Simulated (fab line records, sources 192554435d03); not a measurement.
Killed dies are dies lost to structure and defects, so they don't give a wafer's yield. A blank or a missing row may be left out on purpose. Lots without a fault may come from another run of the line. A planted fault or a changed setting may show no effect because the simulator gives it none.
fab line records | flow n5_finfet
record lots=7 wafers=21
route steps=1938 shown BEOL_M9@1419 BEOL_M12@1605 BEOL_M13@1693 BEOL_M15@1773 PASSIVATION@1915
start_h: hours from the record's first day to the start of the lot's first wafer shown | wait_h: hours since the lot's step before | " the same as in the row above | L1.1+2: a row that stands for several wafers | - no value, or no start given | * or withheld: withheld | < > ~ a bound
route shown NAME@n: a module of which the file shows steps, and the number in the route of the first | usual: mean/standard deviation of fault-free wafers | same: alike in all rows | chamber/n: place in a boat | sites: the reading at each site | _std_site: their standard deviation | _edge_site: outer sites' mean less inner sites' | radius_mm: how far each site lies from the wafer's centre | mask NAME#n: copy n | behind: the tool/chamber that last shaped the wafer | hold: why the lot was held/for how many hours/how that ended | device: the transistor (n, p or np) that didn't switch | end of line: the same wafers' tests at the end of the route | a step without rows: its recipe alone | killed: dies lost to structure and defects at the first sort, not the wafer's yield | map: a wafer's dies, x killed, . not, _ none there
set.NAME: the setting as run; set.NAME@STEP: as run at that earlier step | model.NAME: the simulator's own value behind a step, which no gauge read
lots whose settings were changed on purpose; a table a step, a row a wafer
## steps
# step N5_BEOL_M9_ETCH_62
# recipe chemistry=N2/H2 target=SOC target_depth_a=1100 overetch_a=220 mask_material=SiARC temp_c=40 time_s=165 ion_energy_ev=200 pressure_mtorr=30 source_w=840 bias_w=150 n2_flow_sccm=200 h2_flow_sccm=200
# columns lot.wafer tool chamber start_h wait_h set.time_s model.SiARC_of_BEOL_M9_COAT_60.thk_nm
L075.1 rie_diel-01 0 210.25 0.0 165 23.6
L075.2 " 3 " " 165 23.8
L075.3 " 1 " " 165 23.2
L076.4 rie_diel-01 0 230.68 0.0 165 23.4
L076.5 " 1 " " 165 23
L076.6 " 2 " " 131.7 25
L080.1+2+5 rie_diel-01 3,0,2 246.53 0.0 165 23.6
L077.1 rie_diel-06 0 249.18 0.0 135.4 24.8
L077.3+6 " 2,0 " " 135.4 25
L082.3 rie_diel-01 0 253.50 0.0 165 23.4
L082.4 " 1 " " 200.2 21.4
L082.6 " 3 " " 165 23.8
L087.1 rie_diel-01 3 302.39 0.0 199.9 22.6
L087.4 " 2 " " 165 23.8
L087.5 " 2 " " 165 23.6
L095.1 rie_diel-01 3 343.10 0.0 165 23.6
L095.3 " 2 " " 189.8 22.8
L095.6 " 3 " " 165 23.8
# step N5_BEOL_M9_STRIP_68
# recipe chemistry=N2/H2 temp_c=40 n2_flow_sccm=200 h2_flow_sccm=200 rf_frequency_hz=6e+07
# step N5_BEOL_M9_STRIP_67
# recipe chemistry=CF4 resist=SiARC power_w=300 bias_power_w=75 pressure_mtorr=50 cf4_flow_sccm=150 rf_frequency_hz=6e+07
# step N5_BEOL_M9_HM_OPEN_17
# recipe chemistry=Cl2/BCl3 target_depth_a=200 overetch_a=60 target=TiN mask_material=SOC ion_energy_ev=150 pressure_mtorr=10 icp_w=1000 bias_w=126 Cl2_flow_sccm=53.25 bcl3_flow_sccm=21.75 Ar_flow_sccm=25
# columns lot.wafer tool chamber start_h wait_h set.time_s@BEOL_M9_ETCH_62 model.etch.depth_nm
L075.1 rie_metal-03 0 210.44 0.0 165 20.03
L075.2 " 1 " " 165 20.24
L075.3 " 0 " " 165 20.1
L076.4 rie_metal-03 1 230.90 0.1 165 19.53
L076.5 " 1 " " 165 19.76
L076.6 " 0 " " 131.7 19.75
L080.1 rie_metal-02 0 246.72 0.0 165 19.85
L080.2 " 1 " " 165 19.96
L080.5 " 1 " " 165 19.79
L077.1 rie_metal-02 1 249.37 0.0 135.4 19.85
L077.3 " 0 " " 135.4 19.82
L077.6 " 1 " " 135.4 20.4
L082.3 rie_metal-01 1 253.76 0.1 165 20.07
L082.4 " 0 " " 200.2 16.66
L082.6 " 0 " " 165 20.02
L087.1 rie_metal-03 0 302.58 0.0 199.9 16.49
L087.4 " 1 " " 165 19.74
L087.5 " 1 " " 165 20.07
L095.1+6 rie_metal-01 1 343.29 0.0 165 19.81
L095.3 " 0 " " 189.8 17.21
# step N5_BEOL_M12_COAT_04
# recipe spin_rpm=1625 resist_thk_nm=400
# columns lot.wafer tool chamber start_h wait_h set.spin_rpm model.coat_of_BEOL_M12_COAT_04.thk_nm
L075.1 litho_track-01 0 - - 1625 398.2
L075.2 " 0 " " 1625 399
L075.3 " 0 " " 1625 399.6
L076.4 litho_track-05 0 - - 1515 415.8
L076.5 " 0 " " 1625 402
L076.6 " 0 " " 1625 400.6
L080.1+2 litho_track-01 0 - - 1625 398.4
L080.5 " 0 " " 1783 380.4
L077.1 litho_track-05 0 - - 1493 420
L077.3 " 0 " " 1625 402.2
L077.6 " 0 " " 1625 402.4
L082.3 litho_track-02 0 - - 1756 386.4
L082.4 " 0 " " 1756 386
L082.6 " 0 " " 1756 386.6
L087.1 litho_track-02 0 - - 1625 399.2
L087.4 " 0 " " 1625 398.4
L087.5 " 0 " " 1566 407.4
L095.1 litho_track-05 0 - - 1625 399.4
L095.3 " 0 " " 1791 380
L095.6 " 0 " " 1791 380.8
# step N5_BEOL_M12_PEB_08
# recipe peb_temp_c=130 peb_time_s=90
# columns lot.wafer tool chamber start_h wait_h set.peb_time_s
L075.1+2+3 litho_track-02 0 237.71 0.1 90
L076.4 litho_track-01 0 250.55 0.0 90
L076.5+6 " 0 " " 80.9
L080.1 litho_track-01 0 268.02 0.1 108.5
L080.2+5 " 0 " " 90
L077.1 litho_track-05 0 274.15 0.1 90
L077.3+6 " 0 " " 70.85
L082.3 litho_track-02 0 278.12 0.0 74.9
L082.4+6 " 0 " " 90
L087.1+4+5 litho_track-01 0 328.58 0.1 103.2
L095.1+6 litho_track-02 0 370.37 0.1 90
L095.3 " 0 " " 107.1
# step N5_BEOL_M12_DEVELOP_09
# recipe develop_time_s=45 rinse_liquid=diw dry=air_spin dev_temp_c=21
# step N5_BEOL_M12_HARDBAKE_14
# recipe temp_c=130 time_s=120
# step N5_BEOL_M12_DESCUM_15
# recipe chemistry=O2 time_s=7.9 source_power_w=50 bias_power_w=20 pressure_mtorr=20 rf_frequency_hz=2.712e+07 temp_c=40 o2_flow_sccm=225
# step N5_BEOL_M12_ETCH_59
# recipe chemistry=N2/H2 target=BARC target_depth_a=890 overetch_a=267 time_s=67.9 ion_energy_ev=200 pressure_mtorr=30 source_w=840 bias_w=150 n2_flow_sccm=200 h2_flow_sccm=200
# columns lot.wafer tool chamber start_h wait_h set.spin_rpm@BEOL_M12_COAT_04 model.coat_of_BEOL_M12_COAT_04.thk_nm
L075.1 rie_diel-02 1 238.24 0.0 1625 318.2
L075.2 " 2 " " 1625 317.8
L075.3 " 3 " " 1625 315.6
L076.4 rie_diel-04 3 250.81 0.0 1515 334
L076.5 " 1 " " 1625 315.8
L076.6 " 0 " " 1625 317.6
L080.1 rie_diel-02 0 268.26 0.0 1625 318.2
L080.2 " 3 " " 1625 314.6
L080.5 " 0 " " 1783 300.2
L077.1 rie_diel-03 3 274.39 0.0 1493 336.8
L077.3 " 2 " " 1625 319.8
L077.6 " 1 " " 1625 321
L082.3 rie_diel-04 2 278.39 0.0 1756 306
L082.4 " 1 " " 1756 300.6
L082.6 " 2 " " 1756 306.2
L087.1 rie_diel-02 0 328.82 0.0 1625 318.4
L087.4 " 3 " " 1625 313.8
L087.5 " 1 " " 1566 327.2
L095.1 rie_diel-04 2 370.74 0.0 1625 318.4
L095.3 " 1 " " 1791 294.4
L095.6 " 1 " " 1791 295.4
# step N5_BEOL_M12_VIA_ETCH_16
# recipe chemistry=C4F8/O2/Ar target=SiOC pressure_mtorr=30 source_w=3000 bias_w=700 Ar_flow_sccm=400 C4F8_flow_sccm=15 O2_flow_sccm=8 he_inner_torr=15 he_outer_torr=30 target_depth_a=7248 time_s=withheld ion_energy_ev=250 ends=cleared
# columns lot.wafer tool chamber start_h wait_h set.spin_rpm@BEOL_M12_COAT_04 model.coat_of_BEOL_M12_COAT_04.thk_nm
L075.1 rie_diel-02 1 238.29 0.0 1625 127.4
L075.2 " 2 " " 1625 125.2
L075.3 " 3 " " 1625 121.4
L076.4 rie_diel-04 3 250.93 0.1 1515 139
L076.5 " 1 " " 1625 121.6
L076.6 " 0 " " 1625 123.4
L080.1 rie_diel-02 0 268.31 0.0 1625 124.8
L080.2 " 3 " " 1625 122
L080.5 " 0 " " 1783 101.6
L077.1 rie_diel-03 3 274.44 0.0 1493 143
L077.3 " 2 " " 1625 125.6
L077.6 " 1 " " 1625 124.4
L082.3 rie_diel-04 2 278.45 0.0 1756 113
L082.4 " 1 " " 1756 107.6
L082.6 " 2 " " 1756 114.2
L087.1 rie_diel-02 0 328.87 0.0 1625 124.4
L087.4 " 3 " " 1625 117.6
L087.5 " 1 " " 1566 133.4
L095.1 rie_diel-04 2 370.79 0.0 1625 127.2
L095.3 " 1 " " 1791 100.6
L095.6 " 1 " " 1791 98.4
# step N5_BEOL_M12_STRIP_63
# recipe chemistry=N2/H2 power_w=1000 temp_c=250 h2_frac=0.65 overash_fraction=0.3 pressure_mtorr=1000 n2_flow_sccm=1750 h2_flow_sccm=3250
# usual strip_time_to_endpoint_s=42.7/0.96
# columns lot.wafer tool chamber start_h wait_h set.spin_rpm@BEOL_M12_COAT_04 strip_time_to_endpoint_s
L075.1 plasma_asher-01 0 238.49 - 1625 43.7
L075.2 " 1 " " 1625 43.1
L075.3 " 1 " " 1625 42.0
L076.4 plasma_asher-02 1 251.06 - 1515 46.8
L076.5 " 1 " " 1625 42.1
L076.6 " 0 " " 1625 42.6
L080.1 plasma_asher-02 0 268.51 - 1625 43.0
L080.2 " 1 " " 1625 42.2
L080.5 " 1 " " 1783 36.6
L077.1 plasma_asher-01 0 274.64 - 1493 47.8
L077.3 " 1 " " 1625 43.2
L077.6 " 0 " " 1625 42.8
L082.3 plasma_asher-02 0 278.67 - 1756 39.8
L082.4 " 1 " " 1756 38.3
L082.6 " 0 " " 1756 40.1
L087.1 plasma_asher-01 1 329.07 - 1625 42.9
L087.4 " 0 " " 1625 41.0
L087.5 " 0 " " 1566 45.2
L095.1 plasma_asher-01 1 370.99 - 1625 43.6
L095.3 " 1 " " 1791 36.4
L095.6 " 0 " " 1791 35.7
# step N5_BEOL_M12_ETCH_38
# recipe chemistry=CF4/N2 target=SiCN target_depth_a=687 taper_deg=2 time_s=73.4 ion_energy_ev=150 mask_material=SiO2 pressure_mtorr=40 source_w=430 bias_w=70 Ar_flow_sccm=100 cf4_flow_sccm=60 n2_flow_sccm=60
# columns lot.wafer tool chamber start_h wait_h set.time_s model.etch.depth_nm
L075.1 rie_diel-03 3 242.63 - 73.4 59.86
L075.2 " 2 " " 73.4 59.66
L075.3 " 0 " " 73.4 59.75
L076.4 rie_diel-02 0 252.53 - 67.36 52.87
L076.5 " 1 " " 73.4 56.96
L076.6 " 3 " " 73.4 60.09
L080.1 rie_diel-04 0 271.49 - 73.4 59.47
L080.2 " 3 " " 73.4 57.65
L080.5 " 2 " " 73.4 57.04
L077.1 rie_diel-02 2 277.45 - 73.4 59.38
L077.3 " 3 " " 62.91 52.21
L077.6 " 2 " " 73.4 59.48
L082.3 rie_diel-03 2 280.28 - 86.01 69.19
L082.4 " 3 " " 86.01 68.97
L082.6 " 1 " " 73.4 58.07
L087.1 rie_diel-02 1 330.66 - 73.4 56.38
L087.4 " 0 " " 73.4 57.34
L087.5 " 2 " " 73.4 58.58
L095.1 rie_diel-02 1 374.07 - 73.4 56.57
L095.3 " 0 " " 73.4 57.11
L095.6 " 0 " " 73.4 56.87
# step N5_BEOL_M13_ETCH_67
# recipe chemistry=CF4 target=SiARC target_depth_a=1430 time_s=238.3 ion_energy_ev=80 pressure_mtorr=40 source_w=545 bias_w=36 Ar_flow_sccm=100 cf4_flow_sccm=100 ends=cleared
# usual rf_vpp_V=184.4/1.3
# columns lot.wafer tool chamber start_h wait_h set.bias_w rf_vpp_V
L075.1 rie_diel-05 0 246.34 0.0 36 182.8
L075.2 " 1 " " 36 183.4
L075.3 " 3 " " 36 185.8
L076.4 rie_diel-01 0 256.08 0.0 29.63 163.2
L076.5 " 2 " " 29.63 160.9
L076.6 " 3 " " 36 184.6
L080.1 rie_diel-01 2 276.07 0.0 32.34 169.4
L080.2 " 1 " " 32.34 173.3
L080.5 " 1 " " 32.34 172.8
L077.1 rie_diel-01 3 280.68 0.0 42.06 202.6
L077.3 " 0 " " 42.06 205.1
L077.6 " 3 " " 36 184.3
L082.3 rie_diel-05 3 283.82 0.0 36 185.3
L082.4 " 3 " " 36 185.1
L082.6 " 0 " " 40.26 196.5
L087.1 rie_diel-01 0 337.35 0.0 30.99 169.4
L087.4 " 2 " " 36 183.9
L087.5 " 3 " " 36 184.9
L095.1 rie_diel-06 3 377.64 0.0 36 183.1
L095.3 " 0 " " 36 185.1
L095.6 " 3 " " 36 184.4
# step N5_BEOL_M13_SPUTTER_43
# recipe material=TaN target_thk_a=150 temp_c=50 bias_v=168.6 power_w=15000 chamber_pressure_pa=0.12 time_s=24.19
# columns lot.wafer tool chamber start_h wait_h set.time_s model.TaN_of_BEOL_M13_SPUTTER_43.thk_nm
L075.1+3 pvd_sputter-01 - 248.78 0.0 24.19 15.2
L075.2 " - " " 24.19 15
L076.4 pvd_sputter-01 - 257.54 0.0 21.8 13.8
L076.5 " - " " 21.8 13.6
L076.6 " - " " 24.19 15.2
L080.1+2+5 pvd_sputter-02 - 277.56 0.0 24.19 14.8
L077.1+3+6 pvd_sputter-01 - 283.99 0.0 22.63 14.4
L082.3 pvd_sputter-02 - 285.38 0.0 22.95 14.4
L082.4+6 " - " " 24.19 15
L087.1 pvd_sputter-02 - 338.70 0.0 24.19 15.4
L087.4 " - " " 24.19 15.2
L087.5 " - " " 22.18 14.2
L095.1+3 pvd_sputter-03 - 379.43 0.0 24.19 15
L095.6 " - " " 27.68 17.2
# step N5_BEOL_M15_ILD_DEP_00
# recipe material=SiO2 target_thk_a=16293 temp_c=400 precursor=TEOS/O2 pressure_torr=6.5 rf_w=900 teos_flow_sccm=161.4 gas=O2 flow_sccm=2650 time_s=346.1
# columns lot.wafer tool chamber start_h wait_h set.time_s model.SiO2_of_BEOL_M15_ILD_DEP_00.thk_nm
L075.1 pecvd-01 2 255.40 0.0 346.1 1568
L075.2 " 0 " " 346.1 1591
L075.3 " 1 " " 346.1 1572
L076.4 pecvd-04 2 264.55 0.1 346.1 1612
L076.5 " 0 " " 315.4 1504
L076.6 " 1 " " 315.4 1492
L080.1 pecvd-04 1 283.51 0.0 379 1788
L080.2 " 0 " " 346.1 1639
L080.5 " 0 " " 379 1830
L077.1 pecvd-04 0 301.41 0.0 346.1 1620
L077.3 " 2 " " 360 1684
L077.6 " 2 " " 360 1692
L082.3 pecvd-01 0 301.95 0.0 346.1 1634
L082.4 " 2 " " 323.1 1520
L082.6 " 0 " " 346.1 1665
L087.1 pecvd-01 0 343.99 0.0 373.8 1727
L087.4 " 1 " " 346.1 1634
L087.5 " 0 " " 373.8 1769
L095.1 pecvd-01 2 385.63 0.0 384.9 1779
L095.3 " 1 " " 346.1 1592
L095.6 " 2 " " 346.1 1616
# step N5_BEOL_M15_THK_MEAS_01
# recipe reads=SiO2_of_BEOL_M15_ILD_DEP_00
# usual M15_ILD_THK=1620/21
# columns lot.wafer tool chamber start_h wait_h set.time_s@BEOL_M15_ILD_DEP_00 M15_ILD_THK[nm]
L075.1 film_metro-01 - 255.65 0.1 346.1 1566
L075.2 " - " " 346.1 1591
L075.3 " - " " 346.1 1570
L076.4 film_metro-01 - 264.69 0.0 346.1 1613
L076.5 " - " " 315.4 1504
L076.6 " - " " 315.4 1493
L080.1 film_metro-01 - 283.76 0.1 379 1787
L080.2 " - " " 346.1 1638
L080.5 " - " " 379 1829
L077.1 film_metro-01 - 301.78 0.3 346.1 1620
L077.3 " - " " 360 1684
L077.6 " - " " 360 1691
L082.3 film_metro-02 - 302.20 0.1 346.1 1634
L082.4 " - " " 323.1 1520
L082.6 " - " " 346.1 1665
L087.1 film_metro-01 - 344.34 0.2 373.8 1729
L087.4 " - " " 346.1 1634
L087.5 " - " " 373.8 1769
L095.1 film_metro-02 - 385.88 0.1 384.9 1780
L095.3 " - " " 346.1 1593
L095.6 " - " " 346.1 1616
# step N5_BEOL_M15_COAT_58
# recipe resist=BARC temp_c=205 time_s=60 spin_rpm=1500 resist_thk_nm=89
# step N5_BEOL_M15_COAT_04
# recipe spin_rpm=1704 resist_thk_nm=800
# step N5_BEOL_M15_DESCUM_15
# recipe chemistry=O2 time_s=7.9 source_power_w=50 bias_power_w=20 pressure_mtorr=20 rf_frequency_hz=2.712e+07 temp_c=40 o2_flow_sccm=225
# step N5_BEOL_M15_ETCH_59
# recipe chemistry=N2/H2 target=BARC target_depth_a=890 overetch_a=267 time_s=67.9 ion_energy_ev=200 pressure_mtorr=30 source_w=840 bias_w=150 n2_flow_sccm=200 h2_flow_sccm=200
# step N5_BEOL_M15_VIA_ETCH_16
# recipe chemistry=C4F8/O2/Ar target=SiO2 he_inner_torr=15 he_outer_torr=30 target_depth_a=17922 time_s=withheld ion_energy_ev=800 pressure_mtorr=20 source_w=1905 bias_w=2040 Ar_flow_sccm=400 C4F8_flow_sccm=16 O2_flow_sccm=12 ends=cleared
# columns lot.wafer tool chamber start_h wait_h set.time_s@BEOL_M15_ILD_DEP_00 model.etch.depth_nm model.coat_of_BEOL_M15_COAT_04.thk_nm
L075.1 rie_diel-06 1 256.25 0.0 * 1568 353.8
L075.2 " 2 " " * 1591 337.2
L075.3 " 3 " " * 1572 347.2
L076.4 rie_diel-06 1 265.47 0.0 * 1612 346.8
L076.5 " 0 " " * 1504 365
L076.6 " 3 " " * 1492 370
L080.1 rie_diel-05 2 284.42 0.0 * 1788 296.6
L080.2 " 3 " " * 1639 334
L080.5 " 2 " " * 1830 285.4
L077.1 rie_diel-01 3 302.64 0.0 * 1620 339.4
L077.3 " 0 " " * 1684 318.2
L077.6 " 3 " " * 1692 321
L082.3 rie_diel-05 2 302.89 0.0 * 1634 327.6
L082.4 " 3 " " * 1520 357.8
L082.6 " 2 " " * 1665 320.4
L087.1 rie_diel-06 0 344.83 0.0 * 1727 308.6
L087.4 " 2 " " * 1634 327.2
L087.5 " 2 " " * 1769 293.8
L095.1 rie_diel-01 1 386.35 0.0 * 1779 289.8
L095.3 " 2 " " * 1592 339.6
L095.6 " 1 " " * 1616 329.8
# step N5_PASSIVATION_PECVD_53
# recipe material=SiO2 target_thk_a=8000 temp_c=400 precursor=TEOS/O2 pressure_torr=6.5 rf_w=withheld teos_flow_sccm=withheld gas=O2 flow_sccm=2650 time_s=169.4
# columns lot.wafer tool chamber start_h wait_h set.time_s model.SiO2_of_PASSIVATION_PECVD_53.thk_nm
L075.1 pecvd-04 0 273.87 0.0 169.4 794.6
L075.2 " 1 " " 169.4 788.2
L075.3 " 2 " " 169.4 782.4
L076.4 pecvd-02 1 282.33 0.1 150.6 716.2
L076.5 " 2 " " 169.4 807.6
L076.6 " 0 " " 169.4 813.2
L080.1 pecvd-04 2 306.95 0.0 169.4 780
L080.2 " 0 " " 184 841
L080.5 " 2 " " 169.4 790.8
L077.1 pecvd-04 2 316.82 0.0 169.4 782.6
L077.3 " 0 " " 169.4 784.6
L077.6 " 0 " " 169.4 793
L082.3 pecvd-02 0 321.11 0.0 156.6 744.8
L082.4 " 0 " " 169.4 814.6
L082.6 " 2 " " 156.6 742.6
L087.1 pecvd-04 0 365.32 0.0 155.7 710.8
L087.4 " 2 " " 169.4 796.8
L087.5 " 0 " " 169.4 797.2
L095.1 pecvd-01 1 399.61 0.0 169.4 775.2
L095.3 " 0 " " 169.4 785
L095.6 " 0 " " 169.4 802.6
# step N5_PASSIVATION_PECVD_35
# recipe material=SiNx target_thk_a=7000 temp_c=400 precursor=SiH4/NH3/N2 pressure_torr=4.9 rf_w=1406 time_s=151.3
# columns lot.wafer tool chamber start_h wait_h set.time_s model.SiNx_of_PASSIVATION_PECVD_35.thk_nm
L075.1 pecvd-04 0 273.98 0.1 151.3 690
L075.2 " 1 " " 151.3 689.2
L075.3 " 2 " " 151.3 678.4
L076.4 pecvd-02 1 282.44 0.1 157.6 737
L076.5 " 2 " " 151.3 705.2
L076.6 " 0 " " 157.6 726.2
L080.1 pecvd-04 2 307.12 0.1 151.3 684.8
L080.2 " 0 " " 151.3 693.6
L080.5 " 2 " " 151.3 699.4
L077.1 pecvd-04 2 316.98 0.1 151.3 686
L077.3 " 0 " " 171.6 805.2
L077.6 " 0 " " 171.6 792.4
L082.3 pecvd-02 0 321.22 0.1 131.2 606.4
L082.4 " 0 " " 151.3 700
L082.6 " 2 " " 131.2 613.2
L087.1 pecvd-04 0 365.43 0.1 151.3 698.6
L087.4 " 2 " " 165.2 757.8
L087.5 " 0 " " 151.3 712.4
L095.1 pecvd-01 1 399.72 0.1 151.3 690.2
L095.3 " 0 " " 151.3 696
L095.6 " 0 " " 151.3 704.2
## key
split step=N5_BEOL_M9_ETCH_62 setting=time_s stated=165 by=wafer
response step=N5_BEOL_M9_ETCH_62 reading=model.SiARC_of_BEOL_M9_COAT_60.thk_nm change=-0.0782 per=1% r=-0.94
response step=N5_BEOL_M9_HM_OPEN_17 reading=model.etch.depth_nm shape=bent at_lowest=19.75 at_stated=19.91 at_highest=16.66
split step=N5_BEOL_M12_COAT_04 setting=spin_rpm stated=1625 by=wafer
response step=N5_BEOL_M12_COAT_04 reading=model.coat_of_BEOL_M12_COAT_04.thk_nm change=-1.98 per=1% r=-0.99
response step=N5_BEOL_M12_ETCH_59 reading=model.coat_of_BEOL_M12_COAT_04.thk_nm change=-2.12 per=1% r=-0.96
response step=N5_BEOL_M12_VIA_ETCH_16 reading=model.coat_of_BEOL_M12_COAT_04.thk_nm change=-2.46 per=1% r=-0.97
response step=N5_BEOL_M12_STRIP_63 reading=strip_time_to_endpoint_s change=* per=1% r=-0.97
split step=N5_BEOL_M12_PEB_08 setting=peb_time_s stated=90 by=wafer
response none clear
split step=N5_BEOL_M12_ETCH_38 setting=time_s stated=73.4 by=wafer
response step=N5_BEOL_M12_ETCH_38 reading=model.etch.depth_nm change=+0.597 per=1% r=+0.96
split step=N5_BEOL_M13_ETCH_67 setting=bias_w stated=36 by=wafer
response step=N5_BEOL_M13_ETCH_67 reading=rf_vpp_V change=+1.15 per=1% r=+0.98
split step=N5_BEOL_M13_SPUTTER_43 setting=time_s stated=24.19 by=wafer
response step=N5_BEOL_M13_SPUTTER_43 reading=model.TaN_of_BEOL_M13_SPUTTER_43.thk_nm change=+0.147 per=1% r=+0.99
split step=N5_BEOL_M15_ILD_DEP_00 setting=time_s stated=346.1 by=wafer
response step=N5_BEOL_M15_ILD_DEP_00 reading=model.SiO2_of_BEOL_M15_ILD_DEP_00.thk_nm change=+15.8 per=1% r=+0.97
response step=N5_BEOL_M15_THK_MEAS_01 reading=M15_ILD_THK change=+15.8 per=1% r=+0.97
response step=N5_BEOL_M15_VIA_ETCH_16 reading=model.etch.depth_nm change=+15.8 per=1% r=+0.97
response step=N5_BEOL_M15_VIA_ETCH_16 reading=model.coat_of_BEOL_M15_COAT_04.thk_nm change=-3.84 per=1% r=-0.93
split step=N5_PASSIVATION_PECVD_53 setting=time_s stated=169.4 by=wafer
response step=N5_PASSIVATION_PECVD_53 reading=model.SiO2_of_PASSIVATION_PECVD_53.thk_nm change=+8.62 per=1% r=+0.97
split step=N5_PASSIVATION_PECVD_35 setting=time_s stated=151.3 by=wafer
response step=N5_PASSIVATION_PECVD_35 reading=model.SiNx_of_PASSIVATION_PECVD_35.thk_nm change=+7.21 per=1% r=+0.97
